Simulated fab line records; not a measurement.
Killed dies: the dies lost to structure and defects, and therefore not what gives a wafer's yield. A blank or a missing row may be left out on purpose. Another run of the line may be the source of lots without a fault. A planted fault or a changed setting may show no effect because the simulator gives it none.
Matching of chambers | flow n5 finfet | rie diel-04 running N5_BEOL_M10_DESCUM_16: 4 sister chambers
The step chemistry O2, time 7.9 s. 24 wafers are shown with their chamber, then 12 later ones without.

## WAFERS, EACH WITH ITS CHAMBER
wafer  | chamber | drypump motor current A (A) | throttle valve pct (%) | showerhead plenum p Torr (Torr)
L076.2 | 3       | 6.5                         | 20.59                  | 2.16
L076.5 | 3       | 6.5                         | 20.59                  | 2.16
L076.6 | 1       | 5.4                         | 20.28                  | 2.13
L077.2 | 1       | 5.4                         | 20.31                  | 2.13
L077.3 | 0       | 5.2                         | 19.79                  | 2.04
L077.6 | 0       | 5.2                         | 19.81                  | 2.04
L084.1 | 0       | 5.2                         | 19.82                  | 2.03
L084.2 | 2       | 5.7                         | 20.14                  | 2.03
L084.3 | 1       | 5.4                         | 20.30                  | 2.12
L084.4 | 3       | 6.5                         | 20.63                  | 2.15
L084.5 | 2       | 5.7                         | 20.16                  | 2.03
L084.6 | 3       | 6.5                         | 20.60                  | 2.16
L087.1 | 0       | 5.2                         | 19.83                  | 2.03
L087.2 | 2       | 5.8                         | 20.18                  | 2.03
L087.3 | 1       | 5.4                         | 20.31                  | 2.12
L087.4 | 0       | 5.2                         | 19.83                  | 2.03
L087.5 | 2       | 5.8                         | 20.15                  | 2.03
L087.6 | 1       | 5.4                         | 20.31                  | 2.12
L086.1 | 0       | 5.2                         | 19.84                  | 2.03
L086.3 | 2       | 5.8                         | 20.18                  | 2.03
L086.4 | 2       | 5.7                         | 20.18                  | 2.03
L089.2 | 1       | 5.4                         | 20.36                  | 2.11
L089.4 | 0       | 5.2                         | 19.85                  | 2.03
L089.5 | 3       | 6.5                         | 20.62                  | 2.15

SIGNATURES, as means of the wafers listed above
reading                  | chamber 0 | chamber 1 | chamber 2 | chamber 3 | scatter within a chamber
drypump motor current A  | 5.200     | 5.400     | 5.750     | 6.500     | 0.0274
throttle valve pct       | 19.8243   | 20.3117   | 20.1650   | 20.6060   | 0.0209
showerhead plenum p Torr | 2.0329    | 2.1217    | 2.0300    | 2.1560    | 0.00523
Rule: a wafer's distance from a chamber is the root of the sum, over the readings, of the square of ((its reading less the chamber's mean) divided by the reading's scatter). The wafer belongs to the nearest chamber; if the next one is less than 2 further off, it can't be placed. The scatter: the root of (the sum of the squares of (reading less its chamber's mean) over the shown wafers, divided by (wafers less chambers)).

## WAFERS WITHOUT THEIR CHAMBER
wafer  | drypump motor current A (A) | throttle valve pct (%) | showerhead plenum p Torr (Torr)
L091.3 | 5.2                         | 19.84                  | 2.03
L091.5 | 5.8                         | 20.20                  | 2.02
L091.6 | 5.3                         | 20.32                  | 2.11
L092.1 | 5.8                         | 20.20                  | 2.02
L092.2 | 5.4                         | 20.35                  | 2.11
L092.3 | 5.2                         | 19.85                  | 2.02
L095.1 | 5.2                         | 19.87                  | 2.02
L095.3 | 5.8                         | 20.20                  | 2.02
L095.6 | 5.4                         | 20.35                  | 2.11
L097.1 | 6.5                         | 20.16                  | 2.15
L097.3 | 5.2                         | 19.87                  | 2.02
L097.6 | 6.5                         | 20.13                  | 2.15

## WHICH CHAMBER EACH WENT THROUGH
wafer  | from the rows above | in truth
L091.3 | 0                   | 0
L091.5 | 2                   | 2
L091.6 | 1                   | 1
L092.1 | 2                   | 2
L092.2 | 1                   | 1
L092.3 | 0                   | 0
L095.1 | 0                   | 0
L095.3 | 2                   | 2
L095.6 | 1                   | 1
L097.1 | 3                   | 3
L097.3 | 0                   | 0
L097.6 | 3                   | 3
Placed correctly: 12 of 12. Not placeable from these rows: 0. Placed wrongly: 0.
